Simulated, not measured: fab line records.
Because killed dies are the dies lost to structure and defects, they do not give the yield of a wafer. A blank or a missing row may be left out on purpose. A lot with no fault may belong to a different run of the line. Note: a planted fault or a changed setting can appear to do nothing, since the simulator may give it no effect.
fab line records | flow n5Finfet
record lots=7 wafers=21
route steps=1938 shown BEOL_M7@1269 BEOL_M8@1389 BEOL_M9@1419 BEOL_M11@1552 BEOL_M12@1623
startH: the number of hours between the record's first day and the start of the first shown wafer of the lot | waitH: time in hours since the lot's previous step | " the same as in the row above | L1.1+2: one row covering several wafers at once | - no value, or no start was given | * or withheld: withheld | < > ~ a bound
route shown NAME@n: a module of which the file shows steps, and the number in the route of the first | usual: average and standard deviation across the fault-free wafers | same: alike in all rows | chamber/n: place in a boat | sites: readings site by site | _std_site: the values' standard deviation | _edge_site: the outer-site mean with the inner-site mean subtracted | radiusMm: for every site, how far away it sits from the centre of the wafer | mask NAME#n: copy n | behind: tool/chamber where the wafer was last shaped | hold: reason for holding the lot/hours on hold/outcome of the hold | device: which transistor (n, p or np) failed to switch | end of line: the same wafers' tests at the end of the route | a step with no rows: only its recipe | killed: count of dies lost to structure and defects at first sort (not the wafer's yield) | map: a wafer's dies, x killed, . not, _ none there
set.NAME: the setting that was run; set.NAME@STEP: the one run at that earlier step | model.NAME: the simulator's own value behind a step, which no gauge read
lots whose settings were changed on purpose; a table a step, a row a wafer
## steps
# step N5_BEOL_M7_COAT_60
# recipe resist=SiARC tempC=220 timeS=60 spinRpm=1500 resistThkNm=35
# columns lot.wafer tool chamber startH waitH set.spinRpm model.SiARC_of_BEOL_M7_COAT_60.thkNm
L074.1+2 lithoTrack-01 0 - - 1569 34.4
L074.4 " 0 " " 1500 35.2
L076.1 lithoTrack-04 0 - - 1665 33.2
L076.3+4 " 0 " " 1500 34.8
L078.2+4 lithoTrack-04 0 - - 1500 35
L078.3 " 0 " " 1426 35.8
L082.3+5+6 lithoTrack-04 0 - - 1500 35.2
L090.1+4 lithoTrack-02 0 - - 1500 35
L090.6 " 0 " " 1500 35.2
L089.1 lithoTrack-04 0 - - 1377 36.4
L089.2 " 0 " " 1377 36.6
L089.5 " 0 " " 1500 35
L094.2+4+5 lithoTrack-04 0 - - 1500 35
# step N5_BEOL_M7_COAT_05
# recipe resist=CAR-ArF spinRpm=1500 resistThkNm=90
# step N5_BEOL_M7_EBR_07
# recipe solvent=PGMEA ebrWidthMm=1.5
# step N5_BEOL_M7_DESCUM_16
# recipe chemistry=O2 timeS=7.9 sourcePowerW=50 biasPowerW=20 pressureMtorr=20 rfFrequencyHz=2.712e+07 tempC=40 resist=CAR-ArF o2FlowSccm=225
# step N5_BEOL_M7_ETCH_61
# recipe chemistry=CF4 target=SiARC targetDepthA=455 maskMaterial=CAR-ArF timeS=75.8 ionEnergyEv=80 pressureMtorr=40 sourceW=545 biasW=36 Ar_flow_sccm=100 cf4FlowSccm=100 ends=cleared
# columns lot.wafer tool chamber startH waitH set.spinRpm@BEOL_M7_COAT_60 model.CAR-ArF_of_BEOL_M7_COAT_05.thkNm model.etch.depthNm
L074.1 rieDiel-03 2 191.88 0.0 1569 52 34.39
L074.2 " 3 " " 1569 51.8 34.49
L074.4 " 1 " " 1500 51.4 35.2
L076.1 rieDiel-03 0 208.85 0.0 1665 52.4 33.11
L076.3 " 3 " " 1500 50.8 34.87
L076.4 " 2 " " 1500 50.8 34.89
L078.2 rieDiel-01 1 216.05 0.0 1500 50.6 34.95
L078.3 " 3 " " 1426 50 35.72
L078.4 " 0 " " 1500 50.8 34.9
L082.3 rieDiel-06 1 234.88 0.0 1500 50.4 35.17
L082.5 " 3 " " 1500 50.6 35.12
L082.6 " 0 " " 1500 50.6 35.16
L090.1 rieDiel-03 3 278.68 0.0 1500 51 35
L090.4 " 1 " " 1500 51 35.09
L090.6 " 3 " " 1500 51 35.16
L089.1 rieDiel-06 2 282.25 0.0 1377 49 36.47
L089.2 " 3 " " 1377 49.4 36.5
L089.5 " 0 " " 1500 50.6 34.96
L094.2 rieDiel-01 1 312.70 0.0 1500 50.6 34.99
L094.4 " 1 " " 1500 50.6 34.91
L094.5 " 3 " " 1500 51 34.91
# step N5_BEOL_M7_ETCH_62
# recipe chemistry=N2/H2 target=SOC targetDepthA=1100 overetchA=220 maskMaterial=SiARC tempC=40 timeS=165 ionEnergyEv=200 pressureMtorr=30 sourceW=840 biasW=150 n2FlowSccm=200 h2FlowSccm=200
# step N5_BEOL_M7_STRIP_68
# recipe chemistry=N2/H2 tempC=40 n2FlowSccm=200 h2FlowSccm=200 rfFrequencyHz=6e+07
# step N5_BEOL_M7_STRIP_67
# recipe chemistry=CF4 resist=SiARC powerW=300 biasPowerW=75 pressureMtorr=50 cf4FlowSccm=150 rfFrequencyHz=6e+07
# step N5_BEOL_M7_HM_OPEN_17
# recipe chemistry=Cl2/BCl3 targetDepthA=200 overetchA=60 target=TiN maskMaterial=SOC ionEnergyEv=150 pressureMtorr=10 icpW=1000 biasW=126 Cl2_flow_sccm=53.25 bcl3FlowSccm=21.75 Ar_flow_sccm=25
# columns lot.wafer tool chamber startH waitH set.targetThkA@BEOL_M7_HM_DEP_02 model.etch.depthNm
L074.1 rieMetal-03 1 192.12 0.0 208.7 20.88
L074.2 " 0 " " 200 20.09
L074.4 " 0 " " 208.7 20.97
L076.1 rieMetal-01 1 209.10 0.0 200 19.91
L076.3 " 1 " " 200 20.07
L076.4 " 1 " " 200 19.79
L078.2 rieMetal-02 0 216.29 0.0 200 20.04
L078.3 " 1 " " 200 19.87
L078.4 " 0 " " 200 20.03
L082.3 rieMetal-02 0 235.15 0.1 213.9 21.55
L082.5 " 1 " " 200 20.24
L082.6 " 0 " " 200 20.3
L090.1 rieMetal-01 0 278.92 0.0 200 20.22
L090.4 " 1 " " 200 19.81
L090.6 " 1 " " 200 20.06
L089.1 rieMetal-01 1 282.49 0.0 200 20.23
L089.2 " 0 " " 200 19.93
L089.5 " 0 " " 200 20.04
L094.2 rieMetal-03 1 312.94 0.0 225 22.42
L094.4 " 1 " " 225 22.27
L094.5 " 0 " " 225 22.41
# step N5_BEOL_M7_VIA_ETCH_34
# recipe chemistry=C4F6/O2 target=SiCOH_lowk targetDepthA=1255 maskMaterial=SOC taperDeg=4 timeS=50.5 ionEnergyEv=250 pressureMtorr=30 sourceW=345 biasW=185 Ar_flow_sccm=300 C4F6_flow_sccm=10 O2_flow_sccm=10
# usual rfVppV=661/11
# columns lot.wafer tool chamber startH waitH set.sourceW rfVppV
L074.1 rieDiel-01 3 195.90 0.0 386.4 647
L074.2 " 2 " " 345 654
L074.4 " 1 " " 345 668
L076.1 rieDiel-03 1 211.38 0.0 345 662
L076.3 " 2 " " 402.9 606
L076.4 " 0 " " 345 665
L078.2 rieDiel-06 0 217.08 0.0 345 646
L078.3 " 3 " " 345 674
L078.4 " 0 " " 285.2 714
L082.3 rieDiel-06 3 236.35 0.0 345 676
L082.5 " 2 " " 297.1 711
L082.6 " 1 " " 345 667
L090.1 rieDiel-01 2 280.74 0.0 345 653
L090.4 " 0 " " 345 649
L090.6 " 2 " " 345 652
L089.1 rieDiel-06 0 285.26 0.0 345 646
L089.2 " 2 " " 345 656
L089.5 " 3 " " 345 673
L094.2 rieDiel-03 1 313.96 0.0 371.8 637
L094.4 " 2 " " 371.8 632
L094.5 " 3 " " 345 667
# step N5_BEOL_M7_TRENCH_ETCH_37
# recipe chemistry=C4F6/O2 targetDepthA=934.78 target=SiCOH_lowk timeS=31.2 ionEnergyEv=250 pressureMtorr=30 sourceW=345 biasW=185 Ar_flow_sccm=300 C4F6_flow_sccm=10 O2_flow_sccm=10
# columns lot.wafer tool chamber startH waitH set.timeS model.etch.depthNm model.BEOL_M7.featureDepthNm
L074.1 rieDiel-01 3 - - 31.2 94.44 94.4
L074.2 " 2 " " 35.39 106.5 106.6
L074.4 " 1 " " 31.2 93.53 93.6
L076.1 rieDiel-03 1 - - 33.33 95.67 95.6
L076.3 " 2 " " 31.2 92.41 92.4
L076.4 " 0 " " 33.33 100.2 100.2
L078.2 rieDiel-06 0 - - 31.2 93.25 93.2
L078.3 " 3 " " 31.2 93.18 93.2
L078.4 " 0 " " 26.73 79.52 79.6
L082.3 rieDiel-06 3 - - 37.11 110 110
L082.5 " 2 " " 31.2 92.44 92.4
L082.6 " 1 " " 37.11 112.5 112.4
L090.1 rieDiel-01 2 - - 31.2 94.18 94.2
L090.4 " 0 " " 31.2 91.78 91.8
L090.6 " 2 " " 31.2 94.22 94.2
L089.1 rieDiel-06 0 - - 31.2 91.73 91.8
L089.2 " 2 " " 31.2 91.03 91
L089.5 " 3 " " 31.2 92.31 92.4
L094.2 rieDiel-03 1 - - 31.2 89.48 89.4
L094.4 " 2 " " 31.2 91.72 91.8
L094.5 " 3 " " 31.2 94.75 94.8
# step N5_BEOL_M7_ETCH_41
# recipe chemistry=CH3F/O2 target=SiCN targetDepthA=319 taperDeg=2 timeS=57.8 ionEnergyEv=120 maskMaterial=TiN pressureMtorr=30 sourceW=395 biasW=75 Ar_flow_sccm=150 CH3F_flow_sccm=30 O2_flow_sccm=20
# step N5_BEOL_M7_STRIP_80
# recipe chemistry=N2/H2 timeS=10 powerW=450 tempC=40 pressureMtorr=20 rfFrequencyHz=6e+07 biasPowerW=7 n2FlowSccm=200 h2FlowSccm=200
# step N5_BEOL_M7_OCD_MEAS_38
# usual trenchDepthNm=92.9/1.6
# columns lot.wafer tool chamber startH waitH set.timeS@BEOL_M7_TRENCH_ETCH_37 trenchDepthNm
L074.1 ocd-02 - 196.15 - 31.2 94.5
L074.2 " - " " 35.39 106.6
L074.4 " - " " 31.2 94.1
L076.1 ocd-01 - 211.62 - 33.33 96.1
L076.3 " - " " 31.2 91.8
L076.4 " - " " 33.33 99.4
L078.2 ocd-01 - 217.33 - 31.2 93.3
L078.3 " - " " 31.2 93.0
L078.4 " - " " 26.73 79.2
L082.3 ocd-02 - 236.60 - 37.11 110.3
L082.5 " - " " 31.2 92.2
L082.6 " - " " 37.11 112.6
L090.1 ocd-01 - 281.10 - 31.2 94.6
L090.4 " - " " 31.2 92.0
L090.6 " - " " 31.2 94.7
L089.1 ocd-01 - 285.50 - 31.2 91.6
L089.2 " - " " 31.2 90.9
L089.5 " - " " 31.2 92.2
L094.2 ocd-01 - 314.21 - 31.2 90.0
L094.4 " - " " 31.2 91.8
L094.5 " - " " 31.2 94.7
# step N5_BEOL_M7_HM_STRIP_39
# recipe chemistry=peroxideTinStrip material=TiN targetDepthA=250 tempC=50 timeS=158
# step N5_BEOL_M7_SRD_40
# recipe timeS=30 tempC=23 rinseLiquid=diw dry=ipaMarangoni
# step N5_BEOL_M7_ECD_50
# recipe material=Cu targetThkA=3000
# step N5_BEOL_M7_ANNEAL_51
# recipe tempC=225 timeS=90 ambient=N2
# step N5_BEOL_M7_CMP_52
# recipe stopOn=SiCOH_lowk tOverpolishS=6.9 downForcePsi=1 platenRpm=50 clearingPlatenDownForcePsi=1.5 clearingPlatenRpm=50 postCmpClean=cuAlkaline targetThkNm=80 clearingPlatenPadVelocityMS=0.99484 padVelocityMS=0.99484
# columns lot.wafer tool chamber startH waitH set.timeS@BEOL_M7_TRENCH_ETCH_37 model.Cu_of_BEOL_M7_ECD_50.thkNm
L074.4 cmp-02 1 198.02 0.1 31.2 78
L074.1 " 2 " " 31.2 80.6
L074.2 " 0 " " 35.39 92.6
L076.4 cmp-02 0 213.84 0.1 33.33 87
L076.3 " 1 " " 31.2 78.4
L076.1 " 2 " " 33.33 82.6
L078.2 cmp-03 1 219.90 0.4 31.2 78
L078.3 " 2 " " 31.2 80.6
L078.4 " 0 " " 26.73 66.2
L082.3 cmp-02 0 238.47 0.3 37.11 96
L082.6 " 1 " " 37.11 99.2
L082.5 " 2 " " 31.2 78.2
L090.1 cmp-02 1 283.19 0.3 31.2 79.2
L090.4 " 2 " " 31.2 76.6
L090.6 " 1 " " 31.2 78.8
L089.2 cmp-02 0 287.65 0.3 31.2 75.6
L089.1 " 2 " " 31.2 79
L089.5 " 3 " " 31.2 77.6
L094.2 cmp-03 1 316.75 0.2 31.2 75.8
L094.4 " 0 " " 31.2 79
L094.5 " 1 " " 31.2 80.4
# step N5_BEOL_M7_THK_MEAS_53
# recipe thkMeasGauge=xrf reads=Cu_of_BEOL_M7_ECD_50
# usual M7_THK=78.4/1.8
# columns lot.wafer tool chamber startH waitH set.timeS@BEOL_M7_TRENCH_ETCH_37 M7_THK[nm]
L074.1 filmMetro-02 - 198.32 - 31.2 79.6
L074.2 " - " " 35.39 91.5
L074.4 " - " " 31.2 77.1
L076.1 filmMetro-01 - 214.13 - 33.33 81.8
L076.3 " - " " 31.2 77.5
L076.4 " - " " 33.33 86.1
L078.2 filmMetro-02 - 220.19 - 31.2 77.7
L078.3 " - " " 31.2 79.8
L078.4 " - " " 26.73 65.6
L082.3 filmMetro-01 - 238.65 - 37.11 95.9
L082.5 " - " " 31.2 77.9
L082.6 " - " " 37.11 98.9
L090.1 filmMetro-01 - 283.49 - 31.2 78.5
L090.4 " - " " 31.2 75.6
L090.6 " - " " 31.2 78.6
L089.1 filmMetro-02 - 287.90 - 31.2 77.8
L089.2 " - " " 31.2 74.7
L089.5 " - " " 31.2 76.4
L094.2 filmMetro-02 - 317.04 - 31.2 74.2
L094.4 " - " " 31.2 77.9
L094.5 " - " " 31.2 78.8
# step N5_BEOL_M7_PRE_CLEAN_55
# recipe gas=NH3 timeS=15 tempC=withheld rfPowerW=300
# step N5_BEOL_M7_DEP_56
# recipe material=SiCN targetThkA=100 tempC=withheld precursor=3MS/NH3 pressureTorr=3 rfW=202 timeS=17.5
# step N5_BEOL_M7_RS_MEAS_57
# recipe thkMeasGauge=four-point-probe reads=Cu_of_BEOL_M7_ECD_50+Co_of_BEOL_M7_CVD_78+TaN_of_BEOL_M7_ALD_77
# usual M7_RS=0.288/0.008
# columns lot.wafer tool chamber startH waitH set.timeS@BEOL_M7_TRENCH_ETCH_37 M7_RS[ohm/sq]
L074.1 filmMetro-01 - 198.45 0.1 31.2 0.283
L074.2 " - " " 35.39 0.241
L074.4 " - " " 31.2 0.295
L076.1 filmMetro-01 - 214.29 0.1 33.33 0.276
L076.3 " - " " 31.2 0.292
L076.4 " - " " 33.33 0.260
L078.2 filmMetro-02 - 220.35 0.1 31.2 0.295
L078.3 " - " " 31.2 0.283
L078.4 " - " " 26.73 0.359
L082.3 filmMetro-01 - 238.78 0.1 37.11 0.232
L082.5 " - " " 31.2 0.295
L082.6 " - " " 37.11 0.223
L090.1 filmMetro-01 - 283.65 0.1 31.2 0.290
L090.4 " - " " 31.2 0.301
L090.6 " - " " 31.2 0.291
L089.1 filmMetro-01 - 288.04 0.1 31.2 0.290
L089.2 " - " " 31.2 0.306
L089.5 " - " " 31.2 0.296
L094.2 filmMetro-02 - 317.20 0.1 31.2 0.305
L094.4 " - " " 31.2 0.290
L094.5 " - " " 31.2 0.284
# step N5_BEOL_M8_ALD_77
# recipe material=TaN targetThkA=20 tempC=275 aldPrecursorFamily=PDMAT aldCoReactant=NH3 pressureTorr=3 carrierFlowSccm=1500 pulseTimeS=2 purgeTimeS=3 coReactantPurgeTimeS=2 coReactantPulseTimeS=3 aldCycles=40 precursorVesselTempC=75 precursorVesselPressureTorr=26.25 precursorVesselCarrierSccm=1000
# columns lot.wafer tool chamber startH waitH set.aldCycles model.TaN_of_BEOL_M8_ALD_77.thkNm
L074.1 aldMetal-02 1 204.43 0.0 40 2
L074.2+4 " 0,3 " " 47 2.4
L076.1+3+4 aldMetal-03 3,0,1 221.46 0.0 40 2
L078.2 aldMetal-02 3 227.53 0.0 40 2
L078.3 " 2 " " 34 1.6
L078.4 " 0 " " 34 1.8
L082.3+5 aldMetal-03 2,0 245.04 0.0 40 2
L082.6 " 1 " " 38 2
L090.1+4+6 aldMetal-02 1,0,3 288.35 0.2 40 2
L089.1+5 aldMetal-03 1,0 292.01 0.1 40 2
L089.2 " 0 " " 43 2.2
L094.2 aldMetal-04 3 323.41 0.0 44 2.2
L094.4+5 " 1,0 " " 40 2
# step N5_BEOL_M9_ETCH_62
# recipe chemistry=N2/H2 target=SOC targetDepthA=1100 overetchA=220 maskMaterial=SiARC tempC=40 timeS=165 ionEnergyEv=200 pressureMtorr=30 sourceW=840 biasW=150 n2FlowSccm=200 h2FlowSccm=200
# columns lot.wafer tool chamber startH waitH set.timeS model.SiARC_of_BEOL_M9_COAT_60.thkNm
L074.1+2 rieDiel-03 2,0 209.23 0.0 165 23.6
L074.4 " 1 " " 200.5 22.6
L076.1 rieDiel-01 0 225.54 0.0 165 24
L076.3 " 2 " " 165 23.6
L076.4 " 3 " " 184.3 22.8
L078.2+3 rieDiel-06 3,1 231.43 0.0 165 23.6
L078.4 " 2 " " 165 23.8
L082.3+6 rieDiel-06 2,1 249.06 0.0 149.1 24.2
L082.5 " 0 " " 165 23.6
L090.1+4+6 rieDiel-06 0,2,2 292.48 0.0 165 24
L089.1 rieDiel-06 1 296.87 0.0 165 23.4
L089.2 " 2 " " 165 23.6
L089.5 " 0 " " 165 23.8
L094.2 rieDiel-01 0 327.50 0.0 150.2 24.6
L094.4 " 1 " " 165 23.4
L094.5 " 3 " " 150.2 24.2
# step N5_BEOL_M9_STRIP_68
# recipe chemistry=N2/H2 tempC=40 n2FlowSccm=200 h2FlowSccm=200 rfFrequencyHz=6e+07
# step N5_BEOL_M9_STRIP_67
# recipe chemistry=CF4 resist=SiARC powerW=300 biasPowerW=75 pressureMtorr=50 cf4FlowSccm=150 rfFrequencyHz=6e+07
# step N5_BEOL_M9_HM_OPEN_17
# recipe chemistry=Cl2/BCl3 targetDepthA=200 overetchA=60 target=TiN maskMaterial=SOC ionEnergyEv=150 pressureMtorr=10 icpW=1000 biasW=126 Cl2_flow_sccm=53.25 bcl3FlowSccm=21.75 Ar_flow_sccm=25
# columns lot.wafer tool chamber startH waitH set.timeS@BEOL_M9_ETCH_62 model.etch.depthNm
L074.1 rieMetal-02 0 209.41 0.0 165 19.98
L074.2 " 1 " " 165 20.12
L074.4 " 0 " " 200.5 16.94
L076.1 rieMetal-03 0 225.73 0.0 165 19.86
L076.3 " 0 " " 165 19.53
L076.4 " 1 " " 184.3 18.13
L078.2 rieMetal-02 0 231.63 0.0 165 19.99
L078.3 " 0 " " 165 20.01
L078.4 " 1 " " 165 20.2
L082.3 rieMetal-01 1 249.31 0.1 149.1 20.13
L082.5 " 1 " " 165 20.11
L082.6 " 1 " " 149.1 19.64
L090.1 rieMetal-01 0 292.66 0.0 165 20.29
L090.4 " 1 " " 165 20.34
L090.6 " 0 " " 165 20.48
L089.1 rieMetal-02 1 297.05 0.0 165 19.88
L089.2 " 0 " " 165 19.87
L089.5 " 1 " " 165 19.55
L094.2 rieMetal-03 0 327.69 0.0 150.2 20
L094.4 " 1 " " 165 19.41
L094.5 " 1 " " 150.2 19.91
# step N5_BEOL_M11_DESCUM_16
# recipe chemistry=O2 timeS=7.9 sourcePowerW=50 biasPowerW=20 pressureMtorr=20 rfFrequencyHz=2.712e+07 tempC=40 resist=CAR-ArF o2FlowSccm=225
# columns lot.wafer tool chamber startH waitH set.timeS model.CAR-ArF_of_BEOL_M11_COAT_05.thkNm
L074.1 rieDiel-01 1 225.20 0.3 8.757 83
L074.2 " 2 " " 7.9 83.6
L074.4 " 0 " " 8.757 83.2
L076.1 rieDiel-01 0 237.97 0.0 8.402 83.4
L076.3 " 1 " " 7.9 83.2
L076.4 " 3 " " 7.9 83.6
L078.2+4 rieDiel-01 1,2 245.46 0.0 9.469 82.2
L078.3 " 0 " " 7.9 83.2
L082.3 rieDiel-03 1 267.68 0.0 7.9 84.2
L082.5+6 " 0,1 " " 7.9 84
L090.1+4 rieDiel-03 3,1 308.62 0.0 7.9 83.2
L090.6 " 0 " " 7.9 83
L089.1+5 rieDiel-03 0 312.75 0.0 7.9 83.2
L089.2 " 1 " " 7.092 83.6
L094.2 rieDiel-01 0 345.31 0.0 6.718 84.4
L094.4 " 1 " " 7.9 83.8
L094.5 " 1 " " 7.9 83.6
# step N5_BEOL_M11_ETCH_61
# recipe chemistry=CF4 target=SiARC targetDepthA=390 maskMaterial=CAR-ArF timeS=65 ionEnergyEv=80 pressureMtorr=40 sourceW=545 biasW=36 Ar_flow_sccm=100 cf4FlowSccm=100 ends=cleared
# columns lot.wafer tool chamber startH waitH set.timeS@BEOL_M11_DESCUM_16 model.CAR-ArF_of_BEOL_M11_COAT_05.thkNm
L074.1 rieDiel-01 1 225.24 0.0 8.757 55
L074.2 " 2 " " 7.9 55.6
L074.4 " 0 " " 8.757 55.2
L076.1 rieDiel-01 0 238.01 0.0 8.402 55.2
L076.3 " 1 " " 7.9 55.2
L076.4 " 3 " " 7.9 55.4
L078.2+4 rieDiel-01 1,2 245.49 0.0 9.469 54.2
L078.3 " 0 " " 7.9 55.2
L082.3 rieDiel-03 1 267.72 0.0 7.9 56.2
L082.5+6 " 0,1 " " 7.9 56
L090.1 rieDiel-03 3 308.65 0.0 7.9 55.4
L090.4 " 1 " " 7.9 55.2
L090.6 " 0 " " 7.9 55
L089.1+5 rieDiel-03 0 312.79 0.0 7.9 55.2
L089.2 " 1 " " 7.092 55.6
L094.2 rieDiel-01 0 345.35 0.0 6.718 56.6
L094.4 " 1 " " 7.9 55.8
L094.5 " 1 " " 7.9 55.6
# step N5_BEOL_M12_COAT_65
# recipe resist=SOC tempC=250 timeS=60 spinRpm=1500 resistThkNm=300
# columns lot.wafer tool chamber startH waitH set.spinRpm model.SOC_of_BEOL_M12_COAT_65.thkNm
L074.1 lithoTrack-04 0 231.52 0.0 1389 309.4
L074.2 " 0 " " 1389 310.4
L074.4 " 0 " " 1500 297.2
L076.1 lithoTrack-02 0 243.64 0.0 1500 300
L076.3 " 0 " " 1500 299.8
L076.4 " 0 " " 1500 300.6
L078.2 lithoTrack-02 0 253.71 0.0 1439 306
L078.3 " 0 " " 1439 307.2
L078.4 " 0 " " 1500 299.6
L082.3 lithoTrack-01 0 274.89 0.0 1500 299.6
L082.5+6 " 0 " " 1600 290.4
L090.1 lithoTrack-04 0 317.35 0.0 1500 299
L090.4 " 0 " " 1500 300
L090.6 " 0 " " 1500 298.8
L089.1 lithoTrack-02 0 318.19 0.0 1500 300
L089.2+5 " 0 " " 1596 291.4
L094.2 lithoTrack-02 0 357.32 0.0 1624 288.6
L094.4 " 0 " " 1500 301
L094.5 " 0 " " 1500 300
## key
split step=N5_BEOL_M7_COAT_60 setting=spinRpm stated=1500 by=wafer
response step=N5_BEOL_M7_COAT_60 reading=model.SiARC_of_BEOL_M7_COAT_60.thkNm change=-0.161 per=1% r=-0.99
response step=N5_BEOL_M7_ETCH_61 reading=model.CAR-ArF_of_BEOL_M7_COAT_05.thkNm change=+0.149 per=1% r=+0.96
response step=N5_BEOL_M7_ETCH_61 reading=model.etch.depthNm change=-0.169 per=1% r=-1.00
split step=N5_BEOL_M7_VIA_ETCH_34 setting=sourceW stated=345 by=wafer
response step=N5_BEOL_M7_VIA_ETCH_34 reading=rfVppV change=-2.92 per=1% r=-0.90
split step=N5_BEOL_M7_TRENCH_ETCH_37 setting=timeS stated=31.2 by=wafer
response step=N5_BEOL_M7_TRENCH_ETCH_37 reading=model.etch.depthNm change=+0.958 per=1% r=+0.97
response step=N5_BEOL_M7_TRENCH_ETCH_37 reading=model.BEOL_M7.featureDepthNm change=+0.958 per=1% r=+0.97
response step=N5_BEOL_M7_OCD_MEAS_38 reading=trenchDepthNm change=+0.974 per=1% r=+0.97
response step=N5_BEOL_M7_CMP_52 reading=model.Cu_of_BEOL_M7_ECD_50.thkNm change=+0.983 per=1% r=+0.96
response step=N5_BEOL_M7_THK_MEAS_53 reading=M7_THK change=+0.984 per=1% r=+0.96
response step=N5_BEOL_M7_RS_MEAS_57 reading=M7_RS change=-0.00392 per=1% r=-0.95
split step=N5_BEOL_M8_ALD_77 setting=aldCycles stated=40 by=wafer
response step=N5_BEOL_M8_ALD_77 reading=model.TaN_of_BEOL_M8_ALD_77.thkNm change=+0.0211 per=1% r=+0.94
split step=N5_BEOL_M9_ETCH_62 setting=timeS stated=165 by=wafer
response step=N5_BEOL_M9_ETCH_62 reading=model.SiARC_of_BEOL_M9_COAT_60.thkNm change=-0.062 per=1% r=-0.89
response step=N5_BEOL_M9_HM_OPEN_17 reading=model.etch.depthNm change=-0.114 per=1% r=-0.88
split step=N5_BEOL_M11_DESCUM_16 setting=timeS stated=7.9 by=wafer
response step=N5_BEOL_M11_DESCUM_16 reading=model.CAR-ArF_of_BEOL_M11_COAT_05.thkNm change=-0.0452 per=1% r=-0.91
response step=N5_BEOL_M11_ETCH_61 reading=model.CAR-ArF_of_BEOL_M11_COAT_05.thkNm change=-0.0494 per=1% r=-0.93
split step=N5_BEOL_M12_COAT_65 setting=spinRpm stated=1500 by=wafer
response step=N5_BEOL_M12_COAT_65 reading=model.SOC_of_BEOL_M12_COAT_65.thkNm change=-1.5 per=1% r=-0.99
split outsideThisFile step=N5_BEOL_M7_HM_DEP_02 setting=targetThkA
# split outsideThisFile: this setting was split too, and the file shows its column; the key of that split is in another file
